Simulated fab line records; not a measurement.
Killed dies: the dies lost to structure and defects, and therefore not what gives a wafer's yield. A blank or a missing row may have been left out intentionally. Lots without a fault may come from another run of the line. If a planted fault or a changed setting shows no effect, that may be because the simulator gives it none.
A struck lot beside a sound one ; flow nand-harc ; 14 out of 1159 route steps
Sound: these wafers, L704.1, L704.2, L704.3. Struck: wafer L708.3. (L708.2 of the same lot was not struck and is left out.) The cause comes at the end.
For every step that has rows: the tool of each side, followed by ch and its chambers, followed by its first start. Under that, the readings that differ: sound wafers ; struck wafers ; difference of the means ; sigmas: that difference in standard deviations of wafers without a fault.
alike: words and numbers the same on both sides, and readings whose means are apart by under 2 such deviations; not compared: readings that were withheld, readings missing a value for some wafer, numbers with overlapping values and no deviation given by the record, and bounds like >300 which may hide the same value.
A row with sigmas, a row that says differs or no value, or rows on one side alone: a step with any of these is where the two part. Non-overlapping numbers with no deviation appear without sigmas and do not part them. A reading missing from all wafers of one side parts the sides only when that side holds two or more wafers.

first, 5 steps without rows for these wafers: NHARC_A_CONTACT_ETCH_112 (etches the open film in C4F8/O2/Ar, time 94 s, target depth 922 nm); NHARC_A_CONTACT_ETCH_113 (etches the open film in C4F8/O2/Ar, time 94 s, target depth 922 nm); NHARC_A_CONTACT_ETCH_114 (etches the open film in C4F8/O2/Ar, time 94 s, target depth 922 nm); NHARC_A_CONTACT_ETCH_115 (etches the open film in C4F8/O2/Ar, time 94 s, target depth 922 nm); NHARC_A_CONTACT_ETCH_116 (etches the open film in C4F8/O2/Ar, time 94 s, target depth 922 nm).
NHARC_A_CONTACT_ETCH_117: etches the open film in C4F8/O2/Ar, time 94 s, target depth 922 nm.
  sound on har-cap-etch-02 ch 0,1, day 17 08:03; struck on har-cap-etch-02 ch 1, day 18 05:23
  alike: chamber-pressure-mTorr
  not compared: rf-hours-counter-h, run-length-s
NHARC_A_CONTACT_ETCH_118: etches the open film in C4F8/O2/Ar, time 94 s, target depth 922 nm.
  sound on har-cap-etch-02 ch 0,1, day 17 08:08; struck on har-cap-etch-02 ch 1, day 18 05:28
  alike: chamber-pressure-mTorr
  not compared: rf-hours-counter-h, run-length-s
then, 1 step without rows for these wafers: NHARC_A_CONTACT_ETCH_119 (etches the open film in C4F8/O2/Ar, time 94 s, target depth 922 nm).
NHARC_A_CONTACT_ETCH_120: etches the open film in C4F8/O2/Ar, time 94 s, target depth 922 nm.
  sound on har-cap-etch-02 ch 0,1, day 17 08:19; struck on har-cap-etch-02 ch 1, day 18 05:39
  alike: chamber-pressure-mTorr
  not compared: rf-hours-counter-h, run-length-s
then, 1 step without rows for these wafers: NHARC_A_CONTACT_ETCH_121 (etches the open film in C4F8/O2/Ar, time 94 s, target depth 922 nm).
NHARC_A_CONTACT_ETCH_122: etches the open film in C4F8/O2/Ar, time 95 s, target depth 930 nm.
  sound on har-cap-etch-02 ch 0,1, day 17 08:31; struck on har-cap-etch-02 ch 1, day 18 05:50
  alike: chamber-pressure-mTorr
  not compared: rf-hours-counter-h, run-length-s
NHARC_A_CONTACT_ETCH_123: etches the open film in C4F8/O2/Ar, time 253 s, target depth 1090 nm.
  sound on har-cap-etch-02 ch 0,1, day 17 08:36; struck on har-cap-etch-02 ch 1, day 18 05:55
  alike: chamber-pressure-mTorr, run-length-s
  not compared: rf-hours-counter-h
NHARC_A_CONTACT_ETCH_90: etches the open film in CH3F/O2, target depth 40 nm, time 85.7 s.
  sound on rie-diel-10 ch 1,2,3, day 17 09:12; struck on rie-diel-10 ch 3, day 18 06:33
reading;sound;struck;difference;sigmas
rf-hours-counter-h (h);5 5 5;8;+3;
run-length-s (s);107.5 106.9 107.5;79.2;-28.1;-74
  alike: chamber-pressure-mTorr, drypump-motor-current-A, oes-product-au, rf-vpp-V, showerhead-plenum-p-Torr, throttle-valve-pct
  not compared: rf-fwd-power-W
then, 1 step without rows for these wafers: NHARC_A_CONTACT_ETCH_96 (etches the open film in C4F6/O2, target depth 20 nm, time 10 s).

WHERE THEY PART
Within this record, at NHARC_A_CONTACT_ETCH_90 only.

WHY: what the simulator had put in
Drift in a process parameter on rie-diel-10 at NHARC_A_CONTACT_ETCH_90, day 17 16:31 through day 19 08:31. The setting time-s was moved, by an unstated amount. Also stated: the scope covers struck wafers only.
